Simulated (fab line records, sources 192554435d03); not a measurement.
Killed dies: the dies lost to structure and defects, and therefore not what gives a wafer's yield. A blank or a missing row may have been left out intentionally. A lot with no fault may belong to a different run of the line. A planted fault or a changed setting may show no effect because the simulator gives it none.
Comparing a struck lot with a sound one | flow n5Finfet | 39 out of 1938 route steps
Sound: these wafers, L832.3, L832.4, L832.6. Wafers struck: L826.1, L826.2, L826.4. The cause is named last.
For every step that has rows: the tool of each side, followed by ch and its chambers, followed by its first start. Under that, the readings that differ: sound wafers | struck wafers | difference of the means | sigmas: that difference in standard deviations of wafers without a fault.
alike: words and numbers the same on both sides, and readings whose means are apart by under 2 such deviations; not compared: readings that were withheld, readings missing a value for some wafer, numbers with overlapping values and no deviation given by the record, and bounds like >300 which may hide the same value.
A row with sigmas, a row that says differs or no value, or rows on one side alone: a step with any of these is where the two part. When numbers do not overlap yet have no deviation, they are printed without sigmas and do not part them. A reading missing from all wafers of one side parts the sides only when that side holds two or more wafers.

first, 9 steps without rows for these wafers: N5_BEOL_M4_ANNEAL_95 (time 240 s); N5_BEOL_M4_SPUTTER_96 (material Cu, target thk 4.5 nm, time 8.29 s); N5_BEOL_M4_ECD_50 (material Cu, target thk 300 nm); N5_BEOL_M4_ANNEAL_51 (time 90 s); N5_BEOL_M4_CMP_52 (polishes, stops on SiOC, t overpolish 6.8 s, target thk 40 nm); N5_BEOL_M4_PRE_CLEAN_60 (time 15 s); N5_BEOL_M4_CO_CAP_55 (material Co, precursor CCTBA/H2, target thk 2 nm, time 102.1 s); N5_BEOL_M4_PRE_CLEAN_56 (time 15 s); N5_BEOL_M4_DEP_57 (deposits SiCN from 3MS/NH3, target thk 8 nm, time 14 s).
N5_BEOL_M4_RC_MEAS_101:
  sound on prober-01 ch 0, day 13 06:10; struck on prober-02 ch 0, day 12 03:23
  alike: DIBL_N, DIBL_P, IOFF_N, IOFF_P, ION_N, ION_P, SS_N, SS_P, VT_N, VT_P
then, 24 steps without rows for these wafers: N5_BEOL_M5_ILD_DEP_00 (deposits SiCOH lowk from DEMS/porogen, target thk 140.64 nm, time 25.9 s); N5_BEOL_M5_CURE_79 (cures SiCOH lowk, time 240 s); N5_BEOL_M5_PECVD_70 (deposits SiO2 from TEOS/O2, target thk 16 nm, time 18 s); N5_BEOL_M5_HM_DEP_02 (deposits TiN, target thk 20 nm); N5_BEOL_M5_COAT_59 (time 60 s, resist thk 60 nm); N5_BEOL_M5_COAT_60 (time 60 s, resist thk 12 nm); N5_BEOL_M5_COAT_71 (time 60 s, resist thk 5 nm); N5_BEOL_M5_COAT_05 (resist thk 30 nm); N5_BEOL_M5_EBR_07; N5_BEOL_M5_SOFTBAKE_06 (time 60 s); N5_BEOL_M5_EXPOSE_08 (exposes mask M5, target cd 28 nm); N5_BEOL_M5_PEB_09 (peb time 60 s); N5_BEOL_M5_DEVELOP_10 (develop time 30 s); N5_BEOL_M5_DESCUM_16 (chemistry O2, time 7 s); N5_BEOL_M5_ETCH_72 (etches underlayer in N2/H2, target depth 6.5 nm, time 5.2 s); N5_BEOL_M5_ETCH_61 (etches SiARC in CF4, target depth 15.6 nm, time 26 s); N5_BEOL_M5_ETCH_62 (etches SOC in N2/H2, target depth 75 nm, overetch 15 nm, time 112.5 s); N5_BEOL_M5_STRIP_63 (strips in N2/H2); N5_BEOL_M5_STRIP_73 (strips in N2/H2); N5_BEOL_M5_STRIP_64 (strips in CF4); N5_BEOL_M5_HM_OPEN_17 (chemistry Cl2/BCl3, target TiN, target depth 20 nm, overetch 6 nm); N5_BEOL_M5_STRIP_19 (strips in O2); N5_BEOL_M5_COAT_65 (time 60 s, resist thk 60 nm); N5_BEOL_M5_COAT_66 (time 60 s, resist thk 12 nm).
-- the record jumps here: 4 days lie between the struck wafers' starts before and after (it left off in module BEOL_M5 and takes up again in module BEOL_M15, whose first step shown is number 1824 of the route) --
N5_BEOL_M15_CMP_49: polishes, stops on SiO2, t overpolish 4.9 s, target thk 850 nm.
  sound on cmp-01 ch 0,2,3, day 17 01:56; struck on cmp-02 ch 0,1,3, day 15 19:04
  no value came back on the struck wafers for any of 7 readings (barrierFieldEndpointS (s), clearingPlatenDownForcePsi (psi) and others); on the sound wafers barrierFieldEndpointS (s) reads 11.42 11.37 11.03
reading                                | sound             | struck         | difference | sigmas
model.Cu_of_BEOL_M15_ECD_47.thkNm (nm) | 846.8 834.8 849.2 | 1864 1855 1876 | +1021      | 
N5_BEOL_M15_THK_MEAS_50: measures by xrf.
  struck on filmMetro-01, day 15 19:22; sound on filmMetro-01, day 17 02:11
reading      | sound       | struck         | difference | sigmas
M15_THK (nm) | 853 833 849 | 1868 1857 1875 | +1022      | +68
N5_BEOL_M15_RS_MEAS_54: a four-point-probe measurement.
  struck on filmMetro-02, day 15 19:29; sound on filmMetro-02, day 17 02:21
reading         | sound                | struck               | difference | sigmas
M15_RS (ohm/sq) | 0.0216 0.0219 0.0215 | 0.0092 0.0093 0.0092 | -0.0124    | -36
N5_BEOL_M15_INSPECT_55: inspects for defects (darkfield).
  struck on defectInspect-02, day 15 19:31; sound on defectInspect-02, day 17 02:23
reading        | sound     | struck         | difference | sigmas
rawDefectCount | 89 81 112 | 6536 6337 6499 | +6363      | +99 or more
N5_PASSIVATION_PROBE_49:
  struck on prober-01, day 16 15:03; sound on prober-02, day 17 20:28
reading                | sound          | struck         | difference | sigmas
defectLimitedYield (%) | 91.0 91.9 91.6 | 0 0 0          | -92        | -70
killed_at_M4_up        | 12 10 11       | 1109 1099 1102 | +1092      | +99 or more
killedDies             | 106 96 99      | 1180 1180 1180 | +1080      | +67
killedOnRim            | 15 10 20       | 152 152 152    | +137       | +38
sortNPass              | 1074 1084 1081 | 0 0 0          | -1080      | -67
sortYieldPct (%)       | 91.0 91.9 91.6 | 0 0 0          | -92        | -70
  alike: killed_at_M0_to_M3, killedAtContacts, killedAtFrontEnd, killedAtOther, killedOpen, killedShort, sort_bin_5_function, sort_bin_6_memory

== WHERE THEY PART ==
At N5_BEOL_M15_CMP_49 first; at N5_PASSIVATION_PROBE_49 last (within this record only).

WHY: whatever the simulator had introduced
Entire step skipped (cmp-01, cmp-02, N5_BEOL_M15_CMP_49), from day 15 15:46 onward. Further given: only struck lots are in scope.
